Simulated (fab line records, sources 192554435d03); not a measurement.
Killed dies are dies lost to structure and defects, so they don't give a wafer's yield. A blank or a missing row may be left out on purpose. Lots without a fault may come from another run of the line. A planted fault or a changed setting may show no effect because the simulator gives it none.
One fault seen from 3 desks | flow n5_finfet | each desk has only its own numbers; what lay behind them comes last
Where a reading is given only as a bound, like >300, the bound stands for it, and a mean or a difference that rests on one is marked > or <: the true number lies beyond.

THE METROLOGY DESK
What the gauges read, lot by lot, whatever tool the lot ran on: means of the sampled wafers that have a number. A lot is out of limits, marked OUT, if its mean lies more than 4 standard deviations from the usual mean; the brackets give that distance. Of its 12 readings 7 are shown: those that lie furthest out on some lot.
Columns: A = cd_nm at N5_HKMG_FIN_CD_MEAS_12, usual 93.0 nm; B = NWFM_OVL at N5_HKMG_FIN_OVL_MEAS_13, usual -0.1 nm; C = DIBL_P at N5_BEOL_M4_RC_MEAS_101, usual 35.8 mV/V; D = IOFF_N at N5_BEOL_M4_RC_MEAS_101, usual 0.15 nA/um; E = IOFF_P at N5_BEOL_M4_RC_MEAS_101, usual 0.20 nA/um; F = SS_P at N5_BEOL_M4_RC_MEAS_101, usual 73.2 mV/dec; G = VT_P at N5_BEOL_M4_RC_MEAS_101, usual -251 mV
lot  | first seen here | A    | B    | C    | D    | E    | F    | G
L613 | day 4 09:11     | 92.8 | 0.3  | 33.2 | 0.13 | 0.17 | 72.5 | -255
L614 | day 4 17:07     | 93.8 | 1.1  | 34.0 | 0.14 | 0.16 | 72.5 | -253
L616 | day 5 06:05     | 93.5 | 0.0  | 36.5 | 0.19 | 0.28 | 74.2 | -242
L623 | day 6 22:00     | 93.8 | -0.8 | 35.7 | 0.15 | 0.21 | 73.3 | -250
L625 | day 7 11:51     | 92.8 | 0.2  | 35.3 | 0.13 | 0.19 | 72.9 | -251
L628 | day 8 09:28     | 92.2 | 0.7  | 34.4 | 0.14 | 0.17 | 73.1 | -254
L630 | day 8 20:44     | 93.4 | -0.6 | 35.6 | 0.14 | 0.17 | 73.2 | -257
L633 | day 9 11:24     | 93.0 | 0.1  | 36.5 | 0.15 | 0.19 | 73.9 | -253
L635 | day 9 22:12     | 91.5 | -0.8 | 36.2 | 0.15 | 0.19 | 73.1 | -252
This desk's finding: nothing out of limits on any of the 9 lots.

THE DEFECT DESK
What the inspections along the route counted, lot by lot: means of the sampled wafers that have a number. A lot is out of limits, marked OUT, if its mean lies more than 4 standard deviations from the usual mean; the brackets give that distance.
Columns: A = raw_defect_count at N5_HKMG_FIN_INSPECT_14, usual 2.0
lot  | first seen here | A
L613 | day 4 09:14     | 1.7
L614 | day 4 17:10     | 2.7
L616 | day 5 06:08     | 1.7
L623 | day 6 22:04     | >300 (+99 or more) OUT
L625 | day 7 11:55     | >300 (+99 or more) OUT
L628 | day 8 09:31     | 3.3
L630 | day 8 20:47     | 1.7
L633 | day 9 11:28     | 2.7
L635 | day 9 22:16     | 1.7
This desk's finding: out of limits on L623, L625; first on L623, day 6 22:04 (raw_defect_count at N5_HKMG_FIN_INSPECT_14). In limits: L613, L614, L616, L628, L630, L633, L635.

THE TOOL OWNER'S DESK: rie_diel-02
The tool's own readings at N5_HKMG_FIN_ETCH_55 (etches SOC in N2/H2, target depth 240 nm, time 300 s): means of the sampled wafers that have a number, for each lot that ran on this tool. A lot is out of limits, marked OUT, if its mean lies more than 4 standard deviations from the usual mean; the brackets give that distance.
Columns: A = drypump_motor_current_A at N5_HKMG_FIN_ETCH_55, usual 5.8 A; B = oes_product_au at N5_HKMG_FIN_ETCH_55, usual 0.78 a.u.; C = rf_vpp_V at N5_HKMG_FIN_ETCH_55, usual 523.7 V; D = showerhead_plenum_p_Torr at N5_HKMG_FIN_ETCH_55, usual 2.54 Torr; E = throttle_valve_pct at N5_HKMG_FIN_ETCH_55, usual 17.78 %
lot  | first seen here | A   | B    | C     | D    | E
L613 | day 4 06:04     | 5.7 | 0.75 | 520.6 | 2.43 | 17.82
L616 | day 5 02:53     | 6.1 | 0.72 | 524.0 | 2.57 | 17.67
L623 | day 6 18:46     | 5.8 | 0.80 | 522.6 | 2.48 | 17.81
L625 | day 7 08:26     | 5.9 | 0.85 | 523.7 | 2.54 | 17.76
This desk's finding: nothing out of limits on any of the 4 lots.

PUT TOGETHER
The defect desk could have raised an alarm at day 6 22:04, on L623, L625.
The metrology desk saw nothing out of limits.
The tool owner's desk saw nothing out of limits.
The metrology desk has L623, L625 on record, within its limits.
The tool owner's desk has L623, L625 on record, within its limits.
Of the lots named, all ran N5_HKMG_FIN_ETCH_55 on rie_diel-02.

WHAT THE SIMULATOR HAD PUT IN
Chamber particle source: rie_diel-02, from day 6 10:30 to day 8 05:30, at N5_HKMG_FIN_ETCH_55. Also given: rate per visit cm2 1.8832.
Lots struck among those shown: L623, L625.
Hours from the fault's start to each desk's first reading out of limits: the defect desk, 12.
